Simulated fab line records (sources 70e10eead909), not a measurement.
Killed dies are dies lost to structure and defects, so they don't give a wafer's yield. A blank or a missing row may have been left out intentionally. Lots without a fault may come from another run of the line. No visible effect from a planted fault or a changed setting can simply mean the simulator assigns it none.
Which tool did it? | flow nand-harc | 12 lots, 36 wafers sampled, at 4 steps of a route of 1159

WHAT EACH GAUGE READ, for each wafer
NHARC_A_ONON_D1_THK_MEAS_34: measures by ellipsometry.
lot  | measured     | on            | thk-nm (nm)
L074 | day 8 12:55  | film-metro-01 | 199.8 201.1 199.9
L076 | day 8 23:33  | film-metro-02 | 197.0 202.5 199.1
L079 | day 9 09:42  | film-metro-02 | 198.5 201.8 204.1
L080 | day 9 14:43  | film-metro-01 | 202.3 201.0 199.2
L084 | day 10 16:53 | film-metro-02 | 196.3 199.9 198.5
L087 | day 11 21:27 | film-metro-01 | 203.6 204.1 202.8
L088 | day 11 21:16 | film-metro-02 | 199.9 206.0 204.8
L089 | day 12 06:52 | film-metro-01 | 198.3 202.5 202.4
L091 | day 12 06:52 | film-metro-02 | 195.5 198.7 197.7
L093 | day 12 14:13 | film-metro-02 | 195.8 202.6 201.2
L095 | day 13 00:59 | film-metro-02 | 203.1 201.1 199.2
L097 | day 13 16:59 | film-metro-02 | 196.7 195.6 198.6

EACH LOT AND THE TOOL THAT RAN IT (in order: tool; ch and the chambers of the sampled wafers; start)
lot  | NHARC_P_GATE_DESCUM_31             | NHARC_P_CONTACT_ETCH_35            | NHARC_P_CONTACT_CMP_24
L074 | rie-diel-11 ch 1,2,3, day 4 19:50  | rie-diel-09 ch 0,1,3, day 5 17:37  | cmp-02 ch 2,3, day 6 04:50
L076 | rie-diel-11 ch 0,1,3, day 5 11:17  | rie-diel-02 ch 1,2, day 6 07:30    | cmp-04 ch 0,3, day 6 14:42
L079 | rie-diel-11 ch 0,1,3, day 6 00:44  | rie-diel-02 ch 1,3, day 6 21:26    | cmp-04 ch 1,2, day 7 01:37
L080 | rie-diel-04 ch 0,1,2, day 6 10:10  | rie-diel-09 ch 0,2,3, day 7 06:47  | cmp-02 ch 0,2,3, day 7 09:28
L084 | rie-diel-03 ch 0,1,2, day 7 04:39  | rie-diel-02 ch 0,3, day 8 01:11    | cmp-03 ch 0,3, day 8 04:18
L087 | rie-diel-03 ch 0,1,2, day 7 20:48  | rie-diel-09 ch 0,2,3, day 8 18:08  | cmp-04 ch 1,2, day 9 01:27
L088 | rie-diel-04 ch 0,1,3, day 7 21:36  | rie-diel-05 ch 1,2,3, day 8 18:52  | cmp-02 ch 1,2,3, day 9 01:22
L089 | rie-diel-03 ch 0,1,3, day 8 17:24  | rie-diel-09 ch 0,2, day 9 13:30    | cmp-02 ch 0,1,3, day 10 00:17
L091 | rie-diel-03 ch 0,2, day 8 22:26    | rie-diel-09 ch 0,1,3, day 9 19:53  | cmp-04 ch 1,2, day 10 01:25
L093 | rie-diel-11 ch 1,2,3, day 9 08:55  | rie-diel-05 ch 0,1,2, day 10 04:57 | cmp-02 ch 0,2,3, day 10 08:15
L095 | rie-diel-04 ch 0,2,3, day 9 21:20  | rie-diel-02 ch 0,1, day 10 18:14   | cmp-04 ch 2,3, day 10 21:25
L097 | rie-diel-11 ch 0,2,3, day 10 11:47 | rie-diel-09 ch 2,3, day 11 08:41   | cmp-03 ch 1,2, day 11 11:29
- NHARC_P_GATE_DESCUM_31: chemistry O2, time 3 s.
- NHARC_P_CONTACT_ETCH_35: etches the open film in CF4, target depth 39 nm, time 65 s.
- NHARC_P_CONTACT_CMP_24: polishes, t overpolish 30 s, target thk 200 nm.

THE ANSWER, worked out from the rows above alone
Rule: the lots themselves supply what counts as usual. The widest of any qualifying gaps counts: lots, ordered by their means at a reading, are off when they make up no more than a third of the lots, leave a main group of 4 or more, and stand apart from it by 3 or more times the standard deviation of that group's means. If all means in a main group match to the digits the tables above print for the reading, that group is not used. A lot without any number at a reading at which 4 lots or more have one is off too. All remaining lots with rows at the step are treated as sound.
None of the lots is off at any reading shown; this tells nothing.

WHAT THE SIMULATOR HAD INSERTED
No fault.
